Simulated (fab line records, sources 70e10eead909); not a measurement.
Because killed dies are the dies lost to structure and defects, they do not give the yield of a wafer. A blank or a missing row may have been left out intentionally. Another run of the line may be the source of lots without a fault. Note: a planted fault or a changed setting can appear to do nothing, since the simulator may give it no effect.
Which tool is to blame?	flow nand harc	Sampling: 11 lots, 31 wafers, 4 of 1302 route steps

## WHAT THE GAUGES SHOWED, per wafer
NHARC_A_BLC_CD_MEAS_10: the cd target is 100 nm. Usual: cd nm at 99.8 nm, with a standard deviation of 0.62.
lot	measured	on	cd nm (nm)	flag
L696	day 21 22:47	cd sem-03	99.8 100.3 99.7	
L697	day 22 14:38	cd sem-01	99.2 100.1 100.3	
L698	day 23 19:40	cd sem-02	99.1 98.9 99.5	
L704	day 25 18:11	cd sem-03	99.6 100.0 99.4	
L705	day 25 22:40	cd sem-03	100.0 99.8 100.3	
L710	day 27 04:50	cd sem-01	96.6 99.7	
L711	day 27 11:52	cd sem-01	97.4 100.1	
L715	day 30 00:37	cd sem-02	100.2 99.8 100.3	
L717	day 30 13:50	cd sem-01	99.0 99.0 99.4	
L716	day 30 18:38	cd sem-03	99.5 99.6 99.5	
L718	day 31 00:34	cd sem-01	99.0 99.1 98.8	

## WHAT TOOL EACH LOT RAN ON (gives the tool, then ch and the chambers of the sampled wafers, and finally the start)
lot	NHARC_A_CONTACT_ETCH_110	NHARC_A_CONTACT_STRIP_26	NHARC_A_BLC_DEVELOP_09
L696	rie diel-02 ch 1,2,3, day 21 20:16	rie diel-02 ch 0,1,2, day 21 22:00 or earlier	litho track-06 ch 0, day 21 22:00
L697	rie diel-02 ch 0,1,3, day 22 11:59	rie diel-02 ch 0,1, day 22 14:00 or earlier	litho track-04 ch 0, day 22 14:00
L698	rie diel-02 ch 0,3, day 23 17:07	rie diel-02 ch 0,1,3, day 23 19:00 or earlier	litho track-01 ch 0, day 23 19:00
L704	rie diel-02 ch 1,2, day 25 15:41	rie diel-02 ch 0,1, day 25 18:00 or earlier	litho track-01 ch 0, day 25 18:00
L705	rie diel-02 ch 0,1,3, day 25 20:08	rie diel-02 ch 0,1,3, day 25 22:00 or earlier	litho track-01 ch 0, day 25 22:00
L710	rie diel-02 ch 1,2, day 27 02:19	rie diel-02 ch 1,3, day 27 04:00 or earlier	litho track-01 ch 0, day 27 04:00
L711	rie diel-02 ch 1,2, day 27 09:11	rie diel-02 ch 0,2, day 27 11:00 or earlier	litho track-01 ch 0, day 27 11:00
L715	rie diel-01 ch 0,1,3, day 29 21:58	rie diel-01 ch 0,1,3, day 30 00:00 or earlier	litho track-01 ch 0, day 30 00:00
L717	rie diel-02 ch 0,1,2, day 30 11:18	rie diel-02 ch 0,1,2, day 30 13:00 or earlier	litho track-01 ch 0, day 30 13:00
L716	rie diel-02 ch 0,3, day 30 15:26	rie diel-02 ch 1,2,3, day 30 18:00 or earlier	litho track-01 ch 0, day 30 18:00
L718	rie diel-02 ch 0,1,2, day 30 21:53	rie diel-02 ch 0,2,3, day 31 00:00 or earlier	litho track-01 ch 0, day 31 00:00
- NHARC_A_CONTACT_ETCH_110: etches the open film in CF4/O2, target depth 60 nm, overetch 6 nm, time 33 s.
- NHARC_A_CONTACT_STRIP_26: strips in O2.
- NHARC_A_BLC_DEVELOP_09: develop time 35 s.

## WHAT THE TOOLS THEMSELVES READ (means of the sampled wafers that have a number; where no wafer has one, the mark that the record gives instead)
NHARC_A_CONTACT_ETCH_110. Usual: bias w 100.03 W, standard deviation 0.28; drypump motor current A 5.6 A, standard deviation 0.38; oes_o_777_au 1.001 a.u., standard deviation 0.0045; oes product au 1.001 a.u., standard deviation 0.0094; rf vpp V 197.4 V, standard deviation 1.5; showerhead plenum p Torr 1.31 Torr, standard deviation 0.061; throttle valve pct 13.398 %, standard deviation 0.008.
lot	tool	bias w (W)	drypump motor current A (A)	oes_o_777_au (a.u.)	oes product au (a.u.)	rf vpp V (V)	showerhead plenum p Torr (Torr)	throttle valve pct (%)	flag
L696	rie diel-02	100.02	5.8	0.998	0.996	196.9	1.29	13.398	
L697	rie diel-02	99.78	5.9	1.002	1.004	197.0	1.27	13.404	
L698	rie diel-02	100.21	5.7	1.002	1.001	195.7	1.26	13.401	
L704	rie diel-02	100.04	5.7	1.002	1.003	197.0	1.28	13.393	
L705	rie diel-02	100.10	5.9	1.003	0.998	196.8	1.27	13.401	
L710	rie diel-02	100.09	5.8	1.000	0.994	196.2	1.28	13.391	
L711	rie diel-02	100.14	5.8	1.003	0.995	197.5	1.28	13.390	
L715	rie diel-01	99.94	5.4	1.003	1.007	198.1	1.36	13.396	
L717	rie diel-02	99.80	5.8	0.994	0.999	195.9	1.26	13.392	
L716	rie diel-02	100.09	5.8	0.998	0.992	196.4	1.27	13.400	
L718	rie diel-02	99.85	5.8	0.993	1.002	196.7	1.26	13.401	

NHARC_A_CONTACT_STRIP_26. Usual: drypump motor current A 5.7 A, standard deviation 0.41; oes product au 1.002 a.u., standard deviation 0.0083; rf vpp V 57.6 V, standard deviation 0.98; showerhead plenum p Torr 3.47 Torr, standard deviation 0.15; throttle valve pct 17.035 %, standard deviation 0.0097.
lot	tool	drypump motor current A (A)	oes product au (a.u.)	rf vpp V (V)	showerhead plenum p Torr (Torr)	throttle valve pct (%)	flag
L696	rie diel-02	5.8	1.004	57.0	3.36	17.048	
L697	rie diel-02	5.9	0.999	56.3	3.32	17.041	
L698	rie diel-02	5.9	1.004	57.5	3.37	17.030	
L704	rie diel-02	6.0	1.002	57.2	3.36	17.032	
L705	rie diel-02	5.9	0.997	57.5	3.37	17.028	
L710	rie diel-02	6.1	1.003	56.8	3.41	17.030	
L711	rie diel-02	5.6	0.998	57.5	3.32	17.039	
L715	rie diel-01	5.4	1.012	58.6	3.60	17.025	
L717	rie diel-02	5.8	1.001	56.8	3.35	17.039	
L716	rie diel-02	5.8	1.002	57.0	3.39	17.041	
L718	rie diel-02	5.7	1.001	57.4	3.35	17.040	

## THE ANSWER, worked out from the rows above alone
Rule: a lot is off if the mean of its wafers that have a number lies more than 3 standard deviations from the usual mean. A lot without any number at a reading at which 4 lots or more have one is off too. Where the step has rows for the other lots, those lots are counted as sound. First the gauges in route order, then the tools' own readings, where a lot's mean is used as printed above. At the first step where some lot is off, the reading lying furthest off is the one used; lots without a number count as furthest.
No lot is off on any of the readings shown, so nothing can be concluded from this.

## WHAT WAS PUT IN BY THE SIMULATOR
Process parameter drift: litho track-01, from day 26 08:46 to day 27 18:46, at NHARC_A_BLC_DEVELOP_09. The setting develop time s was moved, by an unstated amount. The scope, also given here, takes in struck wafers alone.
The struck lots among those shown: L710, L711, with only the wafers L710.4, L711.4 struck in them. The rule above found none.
